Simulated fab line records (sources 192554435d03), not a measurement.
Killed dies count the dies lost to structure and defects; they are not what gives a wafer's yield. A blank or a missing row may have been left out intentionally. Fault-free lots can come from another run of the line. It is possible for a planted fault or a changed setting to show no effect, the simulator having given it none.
Struck lot and sound lot, side by side || flow n5_finfet || 14 out of 1938 route steps
Sound: these wafers, L669.1, L669.2, L669.5. Struck: wafers L671.1, L671.4 (left out: L671.5, a lot-mate that was not struck); the cause follows at the end.
Order at every step that has rows: each side's tool, ch and its chambers, its first start. Under that, the readings that differ: sound wafers || struck wafers || difference of the means || sigmas: that difference in standard deviations of wafers without a fault.
alike: readings whose means differ by less than 2 such deviations, and words and numbers that are the same on both sides. not compared: withheld readings, readings that some wafer has no value for, bounds like >300 that may hide the same value, and numbers for which the record gives no deviation and whose values overlap.
A row with sigmas, a row that says differs or no value, or rows on one side alone: a step with any of these is where the two part. When numbers do not overlap yet have no deviation, they are printed without sigmas and do not part them. Lack of a reading on every wafer of one side parts them only where that side has two or more wafers.

first, 8 steps without rows for these wafers: N5_MIM_TOP_LITHO_HMDS_01 (time 60 s); N5_MIM_TOP_LITHO_COAT_02; N5_MIM_TOP_LITHO_EBR_04; N5_MIM_TOP_LITHO_SOFTBAKE_03 (time 90 s); N5_MIM_TOP_LITHO_EXPOSE_05 (exposes mask MIM TOP, target cd 2000 nm); N5_MIM_TOP_LITHO_PEB_06; N5_MIM_TOP_LITHO_DEVELOP_07 (develop time 60 s); N5_MIM_TOP_LITHO_HARDBAKE_09 (time 120 s).
N5_MIM_TOP_LITHO_CD_MEAS_08: target cd 2000 nm.
  sound on cd_sem-01 ch 0, day 12 06:28; struck on cd_sem-03 ch 0, day 13 00:36
  alike: cd_nm
N5_MIM_TOP_LITHO_OVL_MEAS_11:
  sound on overlay-01 ch 0, day 12 06:29; struck on overlay-02 ch 0, day 13 00:38
  alike: MIM_TOP_OVL
N5_MIM_TOP_LITHO_INSPECT_12: inspects for defects (macro).
  sound on defect_inspect-01 at day 12 06:31; struck on defect_inspect-01 at day 13 00:39
  alike: raw_defect_count
N5_MIM_TOP_LITHO_DESCUM_10: chemistry O2, time 7.9 s.
  sound on rie_diel-03 ch 1,2, day 12 06:32; struck on rie_diel-06 ch 1, day 13 00:48
{"reading": "showerhead_plenum_p_Torr (Torr)", "sound": "2.21 2.06 2.21", "struck": "2.00 2.00", "difference": -0.16, "sigmas": -2}
{"reading": "throttle_valve_pct (%)", "sound": "20.06 20.20 20.06", "struck": "20.80 20.79", "difference": "+0.69", "sigmas": "+2"}
  alike: chamber_pressure_mTorr, drypump_motor_current_A, oes_product_au, rf_vpp_V
  not compared: rf_hours_counter_h
N5_MIM_TOP_ETCH_ETCH_00: etches TiN in Cl2/BCl3, target depth 38.5 nm.
  sound on rie_metal-03 ch 0,1, day 12 06:38; struck on rie_metal-03 ch 0, day 13 00:53
{"reading": "oes_product_au (a.u.)", "sound": "0.91 0.89 0.90", "struck": "1.27 1.29", "difference": "+0.38", "sigmas": "+5"}
{"reading": "model.etch.depth_nm (nm)", "sound": "38.86 38.25 38.6", "struck": "65.79 66.2", "difference": "+27.43", "sigmas": ""}
{"reading": "model.MIM_TOP_ETCH.feature_depth_nm (nm)", "sound": "38.8 38.2 38.6", "struck": "65.8 66.2", "difference": "+27.5", "sigmas": ""}
  alike: chamber_pressure_mTorr, drypump_motor_current_A, oes_ar_750_au, throttle_valve_pct
  not compared: rf_hours_counter_h, model.coat_of_MIM_TOP_LITHO_COAT_02.thk_nm
N5_MIM_TOP_ETCH_STRIP_01: strips in O2.
  sound on rie_diel-02 ch 1,3, day 12 06:46; struck on rie_diel-01 ch 0,3, day 13 01:02
  alike: chamber_pressure_mTorr, drypump_motor_current_A, oes_product_au, rf_vpp_V, showerhead_plenum_p_Torr, throttle_valve_pct
  not compared: rf_hours_counter_h

== WHERE THEY PART ==
Earliest at N5_MIM_TOP_LITHO_DESCUM_10; latest, in this record, at N5_MIM_TOP_ETCH_ETCH_00. Later steps at which nothing parts them and some readings are alike: N5_MIM_TOP_ETCH_STRIP_01.

WHY: what the simulator had put in
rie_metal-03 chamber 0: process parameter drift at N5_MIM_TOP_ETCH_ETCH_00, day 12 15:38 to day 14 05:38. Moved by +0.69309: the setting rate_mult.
